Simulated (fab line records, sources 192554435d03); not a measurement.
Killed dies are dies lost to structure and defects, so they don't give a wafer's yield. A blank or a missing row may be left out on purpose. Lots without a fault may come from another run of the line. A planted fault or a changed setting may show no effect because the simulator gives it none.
fab line records | flow n5_finfet | part 1 of 2: steps 1 to 24 of 31
record lots=5 wafers=15 last_day=17
route steps=1938 shown ILD0@337 SDB@347
lots that met no fault: from a run of the same line without faults
start_h: hours from the record's first day to the start of the lot's first wafer shown | wait_h: hours since the lot's step before | " the same as in the row above | L1.1+2: a row that stands for several wafers | - no value, or no start given | * or withheld: withheld | < > ~ a bound
route shown NAME@n: a module of which the file shows steps, and the number in the route of the first | usual: mean/standard deviation of fault-free wafers | same: alike in all rows | chamber/n: place in a boat | sites: the reading at each site | _std_site: their standard deviation | _edge_site: outer sites' mean less inner sites' | radius_mm: how far each site lies from the wafer's centre | mask NAME#n: copy n | behind: the tool/chamber that last shaped the wafer | hold: why the lot was held/for how many hours/how that ended | device: the transistor (n, p or np) that didn't switch | end of line: the same wafers' tests at the end of the route | a step without rows: its recipe alone | killed: dies lost to structure and defects at the first sort, not the wafer's yield | map: a wafer's dies, x killed, . not, _ none there
set.NAME: the setting as run; set.NAME@STEP: as run at that earlier step | model.NAME: the simulator's own value behind a step, which no gauge read
lots at some steps of the route; a table a step, a row a wafer
services: from which hour (start_h, from the record's first day; less than 0 if before it) a tool's chamber was out of use, for how many hours, and why
## steps
# step N5_ILD0_CURE_02
# recipe temp_c=450 time_s=1800 ambient=steam idle_temp_c=400 ramp_up_c_per_min=5 ramp_down_c_per_min=3 densification_p_h2o_torr=640
# usual spike_tc_top_C=477.1/1.9
# columns lot.wafer tool chamber start_h wait_h spike_tc_top_C
L076.1 furnace-02 0 72.04 0.3 476.5
L076.2 " 0 " " 478.3
L076.4 " 0 " " 480.1
L078.1 furnace-01 0 84.59 0.3 479.0
L078.5 " 0 " " 478.6
L078.6 " 0 " " 480.8
L080.1 furnace-03 0 93.63 0.3 475.1
L080.2 " 0 " " 474.9
L080.5 " 0 " " 475.5
L087.3 furnace-01 0 144.99 0.2 480.2
L087.5 " 0 " " 480.6
L087.6 " 0 " " 479.7
L094.2 furnace-01 0 184.09 0.3 479.2
L094.3 " 0 " " 479.0
L094.4 " 0 " " 479.4
# step N5_ILD0_CMP_03
# recipe stop_on=SiNx t_overpolish_s=1.9 post_cmp_clean=alkaline_brush down_force_psi=4.1491 platen_rpm=51.796 pad_velocity_m_s=1.0306 target_thk_nm=197.38
# usual motor_current_A=12.9/1.3 overpolish_run_s=1.900/0.0099 retaining_ring_pressure_frac=1.000/0.005 time_to_endpoint_s=68/4.5
# columns lot.wafer tool chamber start_h wait_h motor_current_A overpolish_run_s retaining_ring_pressure_frac time_to_endpoint_s
L076.2 cmp-03 1 73.60 0.0 12.4 1.888 0.994 68
L076.4 " 2 " " 13.8 1.887 1.005 71
L076.1 " 0 " " 14.9 1.885 1.000 76
L078.1 cmp-03 1 86.22 0.1 12.0 1.891 0.998 68
L078.6 " 3 " " 13.8 1.879 0.993 61
L078.5 " 0 " " 14.9 1.891 1.004 80
L080.2 cmp-03 2 95.19 0.0 14.2 1.905 1.004 70
L080.1 " 1 " " 11.9 1.900 0.992 66
L080.5 " 3 " " 14.6 1.921 1.009 63
L087.3 cmp-01 3 146.58 0.1 12.9 1.917 0.993 73
L087.6 " 2 " " 12.7 1.883 0.993 67
L087.5 " 3 " " 14.6 1.904 0.997 69
L094.3 cmp-01 2 185.65 0.0 13.0 1.890 1.006 66
L094.2 " 0 " " 13.8 1.909 0.997 66
L094.4 " 1 " " 12.0 1.903 1.000 67
# step N5_ILD0_THK_MEAS_04
# usual thk_nm=196.5/1.8
# columns lot.wafer tool chamber start_h wait_h thk_nm
L076.1 film_metro-01 - 73.89 - 192.7
L076.2 " - " " 198.7
L076.4 " - " " 199.6
L078.1 film_metro-02 - 86.43 - 195.5
L078.5 " - " " 200.4
L078.6 " - " " 194.8
L080.1 film_metro-02 - 95.49 - 195.7
L080.2 " - " " 196.2
L080.5 " - " " 198.2
L087.3 film_metro-02 - 146.84 - 196.0
L087.5 " - " " 197.0
L087.6 " - " " 192.6
L094.2 film_metro-02 - 185.94 - 197.3
L094.3 " - " " 197.7
L094.4 " - " " 195.5
# step N5_ILD0_CMP_07
# recipe stop_on=poly-Si material=SiO2_flowable t_overpolish_s=1.18 post_cmp_clean=alkaline_brush down_force_psi=4.1491 platen_rpm=51.796 pad_velocity_m_s=1.0306 target_thk_nm=138.88
# usual motor_current_A=12.8/1.3 retaining_ring_pressure_frac=1.000/0.0048
# columns lot.wafer tool chamber start_h wait_h motor_current_A retaining_ring_pressure_frac
L076.1 cmp-04 0 73.92 0.0 11.5 0.996
L076.4 " 2 " " 12.3 1.001
L076.2 " 3 " " 14.1 1.001
L078.1 cmp-04 1 86.54 0.1 10.8 1.000
L078.6 " 3 " " 13.9 0.999
L078.5 " 0 " " 10.6 1.002
L080.1 cmp-01 1 95.56 0.1 11.7 1.005
L080.2 " 3 " " 13.3 1.001
L080.5 " 1 " " 11.2 0.998
L087.3 cmp-04 1 146.95 0.1 10.4 1.003
L087.6 " 3 " " 13.3 1.007
L087.5 " 0 " " 12.3 0.995
L094.4 cmp-01 2 185.97 0.0 13.7 1.007
L094.2 " 3 " " 13.6 1.003
L094.3 " 1 " " 11.1 1.000
# step N5_ILD0_THK_MEAS_08
# usual thk_nm=138.1/1.6
# columns lot.wafer tool chamber start_h wait_h thk_nm
L076.1 film_metro-02 - 74.22 - 136.5
L076.2 " - " " 137.7
L076.4 " - " " 137.3
L078.1 film_metro-02 - 86.76 - 137.8
L078.5 " - " " 136.8
L078.6 " - " " 136.4
L080.1 film_metro-01 - 95.81 - 137.9
L080.2 " - " " 138.7
L080.5 " - " " 138.2
L087.3 film_metro-01 - 147.17 - 137.4
L087.5 " - " " 137.3
L087.6 " - " " 138.5
L094.2 film_metro-02 - 186.27 - 139.2
L094.3 " - " " 138.6
L094.4 " - " " 138.3
# step N5_ILD0_PRECLEAN_10
# recipe chemistry=NF3:NH3 afs_cycles=5 time_s=20 temp_c=30 sublimation_temp_c=180 sublimation_time_s=60 pressure_torr=3 rf_power_w=30
# columns lot.wafer tool chamber start_h wait_h
L076.1+2+4 remote_plasma-01 1 74.25 0.0
L078.1+5+6 remote_plasma-02 0 86.80 0.0
L080.1+2+5 remote_plasma-01 0 95.85 0.0
L087.3+5+6 remote_plasma-02 1 147.42 0.3
L094.2+3+4 remote_plasma-01 0 186.41 0.1
# step N5_ILD0_ALD_15
# recipe material=SiNx target_thk_a=240 temp_c=400 ald_precursor_family=SiH2I2 ald_co_reactant=N2/H2-plasma pulse_time_s=1 ald_cycles=480 purge_time_s=2 co_reactant_purge_time_s=2 pressure_torr=2
# usual heater_power_w=882/98 precursor_pulse_height_rel=0.999/0.02
# columns lot.wafer tool chamber start_h wait_h heater_power_w precursor_pulse_height_rel
L076.1 ald_sin-02 1 74.96 0.6 787 0.979
L076.2 " 3 " " 890 0.988
L076.4 " 2 " " 878 1.001
L078.1 ald_sin-01 0 87.78 0.9 1106 0.973
L078.5 " 0 88.87 1.5 1098 0.964
L078.6 " 3 " " 846 0.980
L080.1 ald_sin-04 3 97.02 1.1 952 0.983
L080.2 " 0 " " 1025 1.003
L080.5 " 3 98.11 1.7 945 1.009
L087.3 ald_sin-04 3 147.88 0.4 929 1.024
L087.5 " 1 148.97 1.2 805 1.031
L087.6 " 3 " " 954 0.989
L094.2 ald_sin-01 2 186.98 0.5 783 1.016
L094.3 " 0 " " 1084 0.999
L094.4 " 1 " " 832 1.045
# step N5_ILD0_CMP_12
# recipe stop_on=poly-Si material=SiNx t_overpolish_s=6 post_cmp_clean=alkaline_brush down_force_psi=2.5 platen_rpm=51.8 pad_velocity_m_s=1.0307 target_thk_nm=17.67
# usual motor_current_A=9.5/0.9 overpolish_run_s=6.000/0.0093 retaining_ring_pressure_frac=1.000/0.0048 time_to_endpoint_s=28/4
# columns lot.wafer tool chamber start_h wait_h motor_current_A overpolish_run_s retaining_ring_pressure_frac time_to_endpoint_s
L076.1 cmp-03 2 77.16 1.1 9.8 5.997 0.999 29
L076.2 " 3 " " 10.5 6.001 1.002 23
L076.4 " 0 " " 10.6 6.011 0.998 36
L078.1 cmp-01 2 90.02 1.2 9.9 6.000 1.001 33
L078.6 " 1 " " 8.4 6.003 1.004 29
L078.5 " 2 " " 10.0 6.005 1.006 28
L080.2 cmp-04 0 99.22 1.1 8.0 5.988 0.995 23
L080.1 " 1 " " 7.7 6.003 1.006 25
L080.5 " 1 " " 7.5 6.008 0.998 24
L087.3 cmp-01 3 150.08 1.1 10.3 6.009 1.003 28
L087.6 " 3 " " 9.5 6.009 1.002 31
L087.5 " 0 " " 9.9 5.994 1.001 26
L094.4 cmp-03 3 189.22 1.2 9.9 6.007 1.006 22
L094.3 " 0 " " 10.9 6.002 1.002 35
L094.2 " 1 " " 8.6 5.998 0.985 28
# step N5_ILD0_THK_MEAS_13
# usual thk_nm=17.4/1.5
# columns lot.wafer tool chamber start_h wait_h thk_nm
L076.1 film_metro-02 - 77.46 - 18.8
L076.2 " - " " 15.6
L076.4 " - " " 19.8
L078.1 film_metro-01 - 90.28 - 16.5
L078.5 " - " " 16.6
L078.6 " - " " 15.8
L080.1 film_metro-02 - 99.51 - 16.0
L080.2 " - " " 14.3
L080.5 " - " " 16.6
L087.3 film_metro-01 - 150.38 - 18.1
L087.5 " - " " 18.0
L087.6 " - " " 18.3
L094.2 film_metro-02 - 189.48 - 18.5
L094.3 " - " " 21.2
L094.4 " - " " 16.4
# step N5_ILD0_INSPECT_06
# recipe inspect_instrument=darkfield mode=post_cmp
# usual raw_defect_count=38/18
# columns lot.wafer tool chamber start_h wait_h raw_defect_count
L076.1 defect_inspect-01 - 77.49 0.0 46
L076.2 " - " " 60
L076.4 " - " " 33
L078.1 defect_inspect-02 - 90.31 0.0 58
L078.5 " - " " 39
L078.6 " - " " 59
L080.1 defect_inspect-02 - 99.54 0.0 14
L080.2 " - " " 45
L080.5 " - " " 11
L087.3 defect_inspect-01 - 150.41 0.0 18
L087.5 " - " " 17
L087.6 " - " " 28
L094.2 defect_inspect-01 - 189.50 0.0 33
L094.3 " - " " 43
L094.4 " - " " 102
# step N5_SDB_HM_DEP_00
# recipe material=SiNx target_thk_a=400 temp_c=400 precursor=SiH4/NH3/N2 pressure_torr=1.5 rf_w=300 time_s=35.3
# usual heater_power_w=768/81 showerhead_plenum_p_Torr=5.13/0.059 throttle_valve_pct=40.5/2.3
# columns lot.wafer tool chamber start_h wait_h heater_power_w showerhead_plenum_p_Torr throttle_valve_pct
L076.1 pecvd-04 1 77.52 0.0 815 5.21 42.2
L076.2 " 0 " " 814 5.08 43.2
L076.4 " 1 " " 809 5.22 41.9
L078.1 pecvd-02 0 90.35 0.0 892 5.16 37.5
L078.5 " 2 " " 715 5.06 43.5
L078.6 " 0 " " 894 5.16 37.0
L080.1 pecvd-01 1 99.58 0.0 681 5.21 39.6
L080.2 " 2 " " 674 5.11 38.7
L080.5 " 0 " " 726 5.17 37.9
L087.3 pecvd-02 0 150.44 0.0 902 5.16 37.1
L087.5 " 2 " " 710 5.07 43.2
L087.6 " 0 " " 873 5.16 37.3
L094.2 pecvd-02 2 189.54 0.0 730 5.05 43.1
L094.3 " 1 " " 690 5.17 42.1
L094.4 " 2 " " 722 5.06 43.2
# step N5_SDB_COAT_03
# recipe resist=SOC temp_c=250 time_s=60 spin_rpm=1500 resist_thk_nm=100
# columns lot.wafer tool chamber start_h wait_h
L076.1+2+4 litho_track-01 0 77.60 0.1
L078.1+5+6 litho_track-05 0 90.43 0.1
L080.1+2+5 litho_track-05 0 99.66 0.1
L087.3+5+6 litho_track-01 0 150.53 0.1
L094.2+3+4 litho_track-01 0 189.62 0.1
# step N5_SDB_COAT_04
# recipe resist=SiARC temp_c=220 time_s=60 spin_rpm=1500 resist_thk_nm=18
# columns lot.wafer tool chamber start_h wait_h
L076.1+2+4 litho_track-01 0 - -
L078.1+5+6 litho_track-05 0 - -
L080.1+2+5 litho_track-05 0 - -
L087.3+5+6 litho_track-01 0 - -
L094.2+3+4 litho_track-01 0 - -
# step N5_SDB_COAT_05
# recipe resist=CAR-ArF spin_rpm=1500 resist_thk_nm=90
# columns lot.wafer tool chamber start_h wait_h
L076.1+2+4 litho_track-01 0 - -
L078.1+5+6 litho_track-05 0 - -
L080.1+2+5 litho_track-05 0 - -
L087.3+5+6 litho_track-01 0 - -
L094.2+3+4 litho_track-01 0 - -
# step N5_SDB_EBR_07
# recipe solvent=PGMEA ebr_width_mm=1.5
# columns lot.wafer tool chamber start_h wait_h
L076.1+2+4 litho_track-01 0 - -
L078.1+5+6 litho_track-05 0 - -
L080.1+2+5 litho_track-05 0 - -
L087.3+5+6 litho_track-01 0 - -
L094.2+3+4 litho_track-01 0 - -
# step N5_SDB_SOFTBAKE_06
# recipe temp_c=110 time_s=60 resist=CAR-ArF
# columns lot.wafer tool chamber start_h wait_h
L076.1+2+4 litho_track-01 0 - -
L078.1+5+6 litho_track-05 0 - -
L080.1+2+5 litho_track-05 0 - -
L087.3+5+6 litho_track-01 0 - -
L094.2+3+4 litho_track-01 0 - -
# step N5_SDB_EXPOSE_08
# recipe mask_id=SDB na=1.35 source_shape=conventional sigma_outer=0.5 polarization=unpolarized dose_mj=49.6
# usual stage_vel_mm_s=499.98/0.24
# same sigma_outer=0.5
# columns lot.wafer tool chamber start_h wait_h mask stage_vel_mm_s
L076.1 arfi_scanner-01 0 77.85 - SDB#0 500.27
L076.2 " 0 " " SDB#0 499.67
L076.4 " 0 " " SDB#0 500.21
L078.1 arfi_scanner-03 0 90.54 - SDB#0 499.92
L078.5 " 0 " " SDB#0 500.05
L078.6 " 0 " " SDB#0 499.81
L080.1 arfi_scanner-03 0 104.63 - SDB#0 500.17
L080.2 " 0 " " SDB#0 499.86
L080.5 " 0 " " SDB#0 499.92
L087.3 arfi_scanner-01 0 150.78 - SDB#0 499.98
L087.5 " 0 " " SDB#0 499.84
L087.6 " 0 " " SDB#0 500.09
L094.2 arfi_scanner-02 0 189.87 - SDB#0 500.31
L094.3 " 0 " " SDB#0 500.05
L094.4 " 0 " " SDB#0 499.84
# step N5_SDB_PEB_09
# recipe peb_temp_c=withheld peb_time_s=60 resist=CAR-ArF
# columns lot.wafer tool chamber start_h wait_h
L076.1+2+4 litho_track-01 0 77.91 0.1
L078.1+5+6 litho_track-02 0 90.60 0.1
L080.1+2+5 litho_track-02 0 104.69 0.1
L087.3+5+6 litho_track-05 0 150.83 0.0
L094.2+3+4 litho_track-05 0 189.93 0.0
# step N5_SDB_DEVELOP_10
# recipe develop_time_s=30 developer=TMAH resist=CAR-ArF rinse_liquid=diw dry=air_spin dev_temp_c=23
# columns lot.wafer tool chamber start_h wait_h
L076.1+2+4 litho_track-01 0 - -
L078.1+5+6 litho_track-02 0 - -
L080.1+2+5 litho_track-02 0 - -
L087.3+5+6 litho_track-05 0 - -
L094.2+3+4 litho_track-05 0 - -
# step N5_SDB_CD_MEAS_11
# recipe target_cd_nm=50 landing_energy_ev=500 detector=se_inlens polarity=opening
# usual cd_nm=49.1/1.3
# columns lot.wafer tool chamber start_h wait_h cd_nm
L076.1 cd_sem-02 0 77.97 - 48.3
L076.2 " 0 " " 47.8
L076.4 " 0 " " 49.3
L078.1 cd_sem-01 0 90.67 - 49.8
L078.5 " 0 " " 48.6
L078.6 " 0 " " 48.4
L080.1 cd_sem-03 0 104.75 - 50.6
L080.2 " 0 " " 49.6
L080.5 " 0 " " 49.0
L087.3 cd_sem-03 0 150.90 - 48.2
L087.5 " 0 " " 48.4
L087.6 " 0 " " 48.9
L094.2 cd_sem-03 0 189.99 - 47.1
L094.3 " 0 " " 49.8
L094.4 " 0 " " 49.2
# step N5_SDB_OVL_MEAS_12
# recipe points_per_wafer=44
# usual SDB_OVL=0.0/0.74
# columns lot.wafer tool chamber start_h wait_h SDB_OVL[nm]
L076.1 overlay-01 0 78.00 0.0 -0.4
L076.2 " 0 " " 1.0
L076.4 " 0 " " -0.5
L078.1 overlay-02 0 90.71 0.0 0.6
L078.5 " 0 " " 0.8
L078.6 " 0 " " -0.2
L080.1 overlay-01 0 104.78 0.0 1.6
L080.2 " 0 " " 0.6
L080.5 " 0 " " 0.4
L087.3 overlay-01 0 150.93 0.0 0.7
L087.5 " 0 " " 0.4
L087.6 " 0 " " 0.5
L094.2 overlay-02 0 190.02 0.0 -0.9
L094.3 " 0 " " -0.9
L094.4 " 0 " " 0.1
# step N5_SDB_INSPECT_13
# recipe mode=adi inspect_instrument=brightfield
# usual raw_defect_count=87/36
# columns lot.wafer tool chamber start_h wait_h raw_defect_count
L076.1 defect_inspect-02 - 78.03 0.0 40
L076.2 " - " " 41
L076.4 " - " " 27
L078.1 defect_inspect-02 - 90.74 0.0 51
L078.5 " - " " 80
L078.6 " - " " 85
L080.1 defect_inspect-02 - 104.81 0.0 101
L080.2 " - " " 110
L080.5 " - " " 96
L087.3 defect_inspect-01 - 150.95 0.0 168
L087.5 " - " " 149
L087.6 " - " " 132
L094.2 defect_inspect-02 - 190.05 0.0 99
L094.3 " - " " 87
L094.4 " - " " 84
# step N5_SDB_DESCUM_16
# recipe chemistry=O2 time_s=7.9 source_power_w=50 bias_power_w=20 pressure_mtorr=20 rf_frequency_hz=2.712e+07 temp_c=40 resist=CAR-ArF o2_flow_sccm=225
# usual drypump_motor_current_A=5.5/0.37 oes_product_au=0.80/0.096 rf_vpp_V=243.1/1.5 showerhead_plenum_p_Torr=2.09/0.087 throttle_valve_pct=20.43/0.28
# columns lot.wafer tool chamber start_h wait_h drypump_motor_current_A oes_product_au rf_hours_counter_h rf_vpp_V showerhead_plenum_p_Torr throttle_valve_pct
L076.1 rie_diel-01 3 78.06 0.0 6.0 0.74 169 244.1 2.20 20.67
L076.2 " 1 " " 5.2 0.80 117 243.4 2.08 20.35
L076.4 " 0 " " 6.0 1.03 2 243.2 2.03 19.94
L078.1 rie_diel-01 3 90.77 0.0 5.9 0.74 174 243.9 2.20 20.70
L078.5 " 3 " " 5.9 0.73 - 247.0 2.20 20.69
L078.6 " 2 " " 5.4 0.89 - 242.3 2.17 20.61
L080.1 rie_diel-01 2 104.87 0.1 5.4 0.87 43 243.4 2.17 20.62
L080.2 " 0 " " 6.0 1.00 11 242.7 2.03 19.97
L080.5 " 3 " " 6.0 0.74 - 245.1 2.20 20.70
L087.3 rie_diel-05 1 151.49 0.5 5.6 0.80 63 242.6 2.04 20.19
L087.5 " 2 " " 5.7 0.78 - 239.4 1.94 20.94
L087.6 " 1 " " 5.6 0.81 - 242.2 2.04 20.20
L094.2 rie_diel-04 3 190.37 0.3 5.0 0.95 0 245.3 2.15 19.88
L094.3 " 2 " " 5.7 0.69 243 243.9 2.13 20.64
L094.4 " 0 " " 6.0 0.91 15 244.3 2.13 20.15
# step N5_SDB_ETCH_17
# recipe chemistry=CF4 target=SiARC target_depth_a=234 mask_material=CAR-ArF time_s=39 ion_energy_ev=80 pressure_mtorr=40 source_w=545 bias_w=36 Ar_flow_sccm=100 cf4_flow_sccm=100 ends=cleared
# usual bias_w=36.00/0.11 drypump_motor_current_A=5.5/0.37 etch_rf_on_time_s=39.4/1.6 oes_product_au=0.67/0.08 rf_vpp_V=184.0/1.2 showerhead_plenum_p_Torr=2.13/0.07 throttle_valve_pct=15.60/0.25
# columns lot.wafer tool chamber start_h wait_h bias_w drypump_motor_current_A etch_rf_on_time_s oes_product_au rf_hours_counter_h rf_vpp_V showerhead_plenum_p_Torr throttle_valve_pct
L076.1 rie_diel-01 3 78.10 0.0 36.08 5.9 40.4 0.62 169 183.9 2.21 15.66
L076.2 " 1 " " 35.95 5.2 40.2 0.66 117 184.7 2.14 15.60
L076.4 " 0 " " 35.97 6.0 40.8 0.83 2 183.6 2.11 15.31
L078.1 rie_diel-01 3 90.81 0.0 36.13 5.9 39.7 0.63 174 185.5 2.21 15.67
L078.5 " 3 " " 36.06 5.9 40.2 0.62 - 186.1 2.21 15.67
L078.6 " 2 " " 35.86 5.4 37.9 0.76 - 184.0 2.18 15.39
L080.1 rie_diel-01 2 104.91 0.0 36.08 5.4 37.3 0.76 43 183.1 2.18 15.41
L080.2 " 0 " " 35.93 6.0 39.9 0.82 11 184.5 2.11 15.32
L080.5 " 3 " " 35.76 5.9 39.6 0.61 - 186.1 2.21 15.69
L087.3 rie_diel-05 1 151.52 0.0 35.92 5.5 41.3 0.68 63 184.6 2.09 15.34
L087.5 " 2 " " 36.04 5.7 37.8 0.68 - 181.2 1.98 15.95
L087.6 " 1 " " 36.05 5.6 41.3 0.68 - 183.6 2.09 15.35
L094.2 rie_diel-04 3 190.40 0.0 36.12 5.1 36.8 0.85 0 184.2 2.19 14.99
L094.3 " 2 " " 36.00 5.7 41.0 0.58 243 185.5 2.21 16.05
L094.4 " 0 " " 35.93 6.0 39.1 0.77 15 185.0 2.19 15.29
